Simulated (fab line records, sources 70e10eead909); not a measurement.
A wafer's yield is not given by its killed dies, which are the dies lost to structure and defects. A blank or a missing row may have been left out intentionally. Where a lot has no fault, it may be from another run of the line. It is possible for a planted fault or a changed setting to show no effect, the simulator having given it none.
Which of the tools did it? / flow nand_harc / 12 lots with 36 wafers sampled at 5 steps, on a route of 1302 steps

WHAT THE GAUGES READ, wafer by wafer
NHARC_A_M0_THK_MEAS_24: measures by xrf.
lot=L399; measured=day 23 05:16; on=film_metro-02; thk_nm (nm)=112.6 113.0 113.8
lot=L400; measured=day 23 06:17; on=film_metro-01; thk_nm (nm)=113.7 114.1 113.8
lot=L403; measured=day 24 07:53; on=film_metro-01; thk_nm (nm)=113.2 116.2 113.1
lot=L404; measured=day 25 01:50; on=film_metro-01; thk_nm (nm)=115.4 115.1 113.5
lot=L408; measured=day 26 04:26; on=film_metro-01; thk_nm (nm)=113.6 114.5 114.7
lot=L410; measured=day 27 02:20; on=film_metro-01; thk_nm (nm)=113.6 114.2 114.7
lot=L409; measured=day 27 06:13; on=film_metro-01; thk_nm (nm)=114.2 114.1 114.8
lot=L411; measured=day 27 17:25; on=film_metro-02; thk_nm (nm)=112.1 115.8 115.7
lot=L412; measured=day 28 08:49; on=film_metro-02; thk_nm (nm)=113.6 113.1 113.4
lot=L416; measured=day 30 01:35; on=film_metro-01; thk_nm (nm)=115.0 116.3 114.4
lot=L417; measured=day 31 00:56; on=film_metro-01; thk_nm (nm)=114.4 113.4 113.0
lot=L422; measured=day 32 02:37; on=film_metro-01; thk_nm (nm)=114.1 113.6 115.7

NHARC_END_SORT_01.
lot=L416; measured=day 31 13:34; on=prober-02; defect_limited_yield (%)=87 89 87; killed_at_array=81 71 81; killed_at_other=0 0 1; killed_at_periphery=6 3 6; killed_dies=87 74 88; killed_open=5 3 4; killed_short=3 3 2
lot=L417; measured=day 32 21:49; on=prober-02; defect_limited_yield (%)=86 87 86; killed_at_array=87 76 89; killed_at_other=1 2 1; killed_at_periphery=5 12 7; killed_dies=93 90 97; killed_open=4 3 1; killed_short=4 0 1

WHAT TOOL EACH LOT RAN ON (gives the tool, then ch and the chambers of the sampled wafers, and finally the start)
lot=L399; NHARC_A_M0_STRIP_18=rie_diel-12 ch 0,2,3, day 23 03:19; NHARC_A_M0_PVD_20=pvd_sputter-01, day 23 04:36 or earlier; NHARC_A_M0_ANNEAL_30=rtp_anneal-01 ch 0, day 23 04:36
lot=L400; NHARC_A_M0_STRIP_18=rie_diel-13 ch 0,1, day 23 04:22; NHARC_A_M0_PVD_20=pvd_sputter-02, day 23 05:37 or earlier; NHARC_A_M0_ANNEAL_30=rtp_anneal-01 ch 0, day 23 05:37
lot=L403; NHARC_A_M0_STRIP_18=rie_diel-05 ch 0,2,3, day 24 05:56; NHARC_A_M0_PVD_20=pvd_sputter-02, day 24 07:13 or earlier; NHARC_A_M0_ANNEAL_30=rtp_anneal-02 ch 0, day 24 07:13
lot=L404; NHARC_A_M0_STRIP_18=rie_diel-13 ch 0,1,2, day 24 23:50; NHARC_A_M0_PVD_20=pvd_sputter-02, day 25 01:11 or earlier; NHARC_A_M0_ANNEAL_30=rtp_anneal-01 ch 0, day 25 01:11
lot=L408; NHARC_A_M0_STRIP_18=rie_diel-12 ch 0,1,3, day 26 02:31; NHARC_A_M0_PVD_20=pvd_sputter-02, day 26 03:47 or earlier; NHARC_A_M0_ANNEAL_30=rtp_anneal-02 ch 0, day 26 03:47
lot=L410; NHARC_A_M0_STRIP_18=rie_diel-13 ch 0,1, day 27 00:23; NHARC_A_M0_PVD_20=pvd_sputter-02, day 27 01:40 or earlier; NHARC_A_M0_ANNEAL_30=rtp_anneal-01 ch 0, day 27 01:40
lot=L409; NHARC_A_M0_STRIP_18=rie_diel-05 ch 0,2, day 27 04:13; NHARC_A_M0_PVD_20=pvd_sputter-01, day 27 05:37 or earlier; NHARC_A_M0_ANNEAL_30=rtp_anneal-02 ch 0, day 27 05:37
lot=L411; NHARC_A_M0_STRIP_18=rie_diel-13 ch 2,3, day 27 15:26; NHARC_A_M0_PVD_20=pvd_sputter-03, day 27 16:45 or earlier; NHARC_A_M0_ANNEAL_30=rtp_anneal-02 ch 0, day 27 16:45
lot=L412; NHARC_A_M0_STRIP_18=rie_diel-12 ch 0,2,3, day 28 06:53; NHARC_A_M0_PVD_20=pvd_sputter-03, day 28 08:10 or earlier; NHARC_A_M0_ANNEAL_30=rtp_anneal-01 ch 0, day 28 08:10
lot=L416; NHARC_A_M0_STRIP_18=rie_diel-12 ch 0,1,2, day 29 23:39; NHARC_A_M0_PVD_20=pvd_sputter-03, day 30 00:58 or earlier; NHARC_A_M0_ANNEAL_30=rtp_anneal-02, day 30 00:58
lot=L417; NHARC_A_M0_STRIP_18=rie_diel-13 ch 0,1,3, day 30 22:58; NHARC_A_M0_PVD_20=pvd_sputter-01, day 31 00:19 or earlier; NHARC_A_M0_ANNEAL_30=rtp_anneal-02, day 31 00:19
lot=L422; NHARC_A_M0_STRIP_18=rie_diel-12 ch 0,1,3, day 32 00:42; NHARC_A_M0_PVD_20=pvd_sputter-01, day 32 02:00 or earlier; NHARC_A_M0_ANNEAL_30=rtp_anneal-01 ch 0, day 32 02:00
- NHARC_A_M0_STRIP_18: strips in N2/H2.
- NHARC_A_M0_PVD_20: deposits TaN, target thk 5 nm, time 8.06 s.
- NHARC_A_M0_ANNEAL_30: time 90 s.

WHAT THE TOOLS THEMSELVES READ (means of the sampled wafers that have a number; where no wafer has one, the mark that the record gives instead)
NHARC_A_M0_STRIP_18.
lot=L399; tool=rie_diel-12; drypump_motor_current_A (A)=6.1; mfc_ar_sccm (sccm)=0.006; oes_product_au (a.u.)=0.998; rf_vpp_V (V)=90.8; showerhead_plenum_p_Torr (Torr)=1.96; throttle_valve_pct (%)=14.173
lot=L400; tool=rie_diel-13; drypump_motor_current_A (A)=5.9; mfc_ar_sccm (sccm)=0.001; oes_product_au (a.u.)=0.997; rf_vpp_V (V)=90.1; showerhead_plenum_p_Torr (Torr)=1.95; throttle_valve_pct (%)=14.169
lot=L403; tool=rie_diel-05; drypump_motor_current_A (A)=5.2; mfc_ar_sccm (sccm)=0.010; oes_product_au (a.u.)=0.995; rf_vpp_V (V)=90.4; showerhead_plenum_p_Torr (Torr)=2.03; throttle_valve_pct (%)=14.170
lot=L404; tool=rie_diel-13; drypump_motor_current_A (A)=5.6; mfc_ar_sccm (sccm)=0.001; oes_product_au (a.u.)=1.002; rf_vpp_V (V)=91.4; showerhead_plenum_p_Torr (Torr)=1.99; throttle_valve_pct (%)=14.167
lot=L408; tool=rie_diel-12; drypump_motor_current_A (A)=5.8; mfc_ar_sccm (sccm)=0.002; oes_product_au (a.u.)=1.009; rf_vpp_V (V)=90.9; showerhead_plenum_p_Torr (Torr)=1.98; throttle_valve_pct (%)=14.163
lot=L410; tool=rie_diel-13; drypump_motor_current_A (A)=5.9; mfc_ar_sccm (sccm)=0.001; oes_product_au (a.u.)=0.999; rf_vpp_V (V)=90.1; showerhead_plenum_p_Torr (Torr)=1.95; throttle_valve_pct (%)=14.167
lot=L409; tool=rie_diel-05; drypump_motor_current_A (A)=5.4; mfc_ar_sccm (sccm)=0.005; oes_product_au (a.u.)=0.991; rf_vpp_V (V)=91.3; showerhead_plenum_p_Torr (Torr)=2.10; throttle_valve_pct (%)=14.169
lot=L411; tool=rie_diel-13; drypump_motor_current_A (A)=5.5; mfc_ar_sccm (sccm)=0.003; oes_product_au (a.u.)=0.988; rf_vpp_V (V)=89.5; showerhead_plenum_p_Torr (Torr)=1.97; throttle_valve_pct (%)=14.172
lot=L412; tool=rie_diel-12; drypump_motor_current_A (A)=6.0; mfc_ar_sccm (sccm)=0.006; oes_product_au (a.u.)=0.988; rf_vpp_V (V)=89.6; showerhead_plenum_p_Torr (Torr)=1.95; throttle_valve_pct (%)=14.168
lot=L416; tool=rie_diel-12; drypump_motor_current_A (A)=5.7; mfc_ar_sccm (sccm)=0.004; oes_product_au (a.u.)=1.001; rf_vpp_V (V)=90.6; showerhead_plenum_p_Torr (Torr)=1.95; throttle_valve_pct (%)=14.174
lot=L417; tool=rie_diel-13; drypump_motor_current_A (A)=5.7; mfc_ar_sccm (sccm)=0.002; oes_product_au (a.u.)=0.997; rf_vpp_V (V)=90.5; showerhead_plenum_p_Torr (Torr)=1.94; throttle_valve_pct (%)=14.166
lot=L422; tool=rie_diel-12; drypump_motor_current_A (A)=5.8; mfc_ar_sccm (sccm)=0.002; oes_product_au (a.u.)=1.001; rf_vpp_V (V)=89.3; showerhead_plenum_p_Torr (Torr)=1.98; throttle_valve_pct (%)=14.174

NHARC_A_M0_PVD_20.
lot=L399; tool=pvd_sputter-01; bias_v (V)=169.4; throttle_valve_pct (%)=29.8
lot=L400; tool=pvd_sputter-02; bias_v (V)=167.0; throttle_valve_pct (%)=30.9
lot=L403; tool=pvd_sputter-02; bias_v (V)=168.8; throttle_valve_pct (%)=31.3
lot=L404; tool=pvd_sputter-02; bias_v (V)=169.1; throttle_valve_pct (%)=31.3
lot=L408; tool=pvd_sputter-02; bias_v (V)=167.9; throttle_valve_pct (%)=31.2
lot=L410; tool=pvd_sputter-02; bias_v (V)=167.5; throttle_valve_pct (%)=31.3
lot=L409; tool=pvd_sputter-01; bias_v (V)=165.5; throttle_valve_pct (%)=29.5
lot=L411; tool=pvd_sputter-03; bias_v (V)=168.0; throttle_valve_pct (%)=30.3
lot=L412; tool=pvd_sputter-03; bias_v (V)=168.1; throttle_valve_pct (%)=30.3
lot=L416; tool=pvd_sputter-03; bias_v (V)=168.8; throttle_valve_pct (%)=30.3
lot=L417; tool=pvd_sputter-01; bias_v (V)=169.3; throttle_valve_pct (%)=30.0
lot=L422; tool=pvd_sputter-01; bias_v (V)=169.6; throttle_valve_pct (%)=29.7

NHARC_A_M0_ANNEAL_30.
lot=L399; tool=rtp_anneal-01; anneal_temp_c (C)=224.83; anneal_temp_c_max=225.76; wafer_temp_C_max=225.89
lot=L400; tool=rtp_anneal-01; anneal_temp_c (C)=225.05; anneal_temp_c_max=225.87; wafer_temp_C_max=225.85
lot=L403; tool=rtp_anneal-02; anneal_temp_c (C)=224.90; anneal_temp_c_max=225.55; wafer_temp_C_max=225.77
lot=L404; tool=rtp_anneal-01; anneal_temp_c (C)=224.76; anneal_temp_c_max=225.75; wafer_temp_C_max=226.09
lot=L408; tool=rtp_anneal-02; anneal_temp_c (C)=225.04; anneal_temp_c_max=225.77; wafer_temp_C_max=226.00
lot=L410; tool=rtp_anneal-01; anneal_temp_c (C)=224.90; anneal_temp_c_max=225.81; wafer_temp_C_max=225.58
lot=L409; tool=rtp_anneal-02; anneal_temp_c (C)=225.15; anneal_temp_c_max=225.76; wafer_temp_C_max=225.70
lot=L411; tool=rtp_anneal-02; anneal_temp_c (C)=224.95; anneal_temp_c_max=225.64; wafer_temp_C_max=225.93
lot=L412; tool=rtp_anneal-01; anneal_temp_c (C)=224.86; anneal_temp_c_max=225.76; wafer_temp_C_max=225.78
lot=L416; tool=rtp_anneal-02; anneal_temp_c (C)=-; anneal_temp_c_max=-; wafer_temp_C_max=-
lot=L417; tool=rtp_anneal-02; anneal_temp_c (C)=-; anneal_temp_c_max=-; wafer_temp_C_max=-
lot=L422; tool=rtp_anneal-01; anneal_temp_c (C)=225.16; anneal_temp_c_max=226.17; wafer_temp_C_max=225.56

THE ANSWER, worked out from the rows above alone
Rule: the usual values come from the lots themselves. The widest of any qualifying gaps counts: lots, ordered by their means at a reading, are off when they make up no more than a third of the lots, leave a main group of 4 or more, and stand apart from it by 3 or more times the standard deviation of that group's means. A main group whose means are all the same, to the digits that the tables above print for the reading, isn't used. A lot without any number at a reading at which 4 lots or more have one is off too. Where the step has rows for the other lots, those lots are counted as sound. After the gauges, taken in route order, come the tools' own readings; for these a lot's mean is taken, as printed above. The first step at which some lot is off is used, and at that step the reading that is off furthest; a lot without a number counts as furthest.
Off: L416, L417 (NHARC_A_M0_ANNEAL_30, anneal_temp_c). Without a number there: L416, L417. Main group: mean 224.96 C, sd 0.13.
If a tool, at that step or one of the process steps before it, ran each lot that is off and ran no sound lot following the first of them, it fits. NHARC_A_M0_PVD_20 gives no start for some lots, so the hours and the order of its lots are those of NHARC_A_M0_ANNEAL_30. One fits: rtp_anneal-02 at NHARC_A_M0_ANNEAL_30. Its last sound lot is L411 (day 27 16:45), its first lot that is off L416 (day 30 00:58): a fault that began between those two fits.
Blank at NHARC_A_M0_ANNEAL_30 on the lots that are off, where sound lots have numbers: anneal_temp_c, anneal_temp_c_max, wafer_temp_C_max.

WHAT THE SIMULATOR HAD INSERTED
Beginning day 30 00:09, the whole step at NHARC_A_M0_ANNEAL_30 was skipped on rtp_anneal-02. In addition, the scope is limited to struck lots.
Shown lots that were struck: L416, L417. Same finding as the rule above.
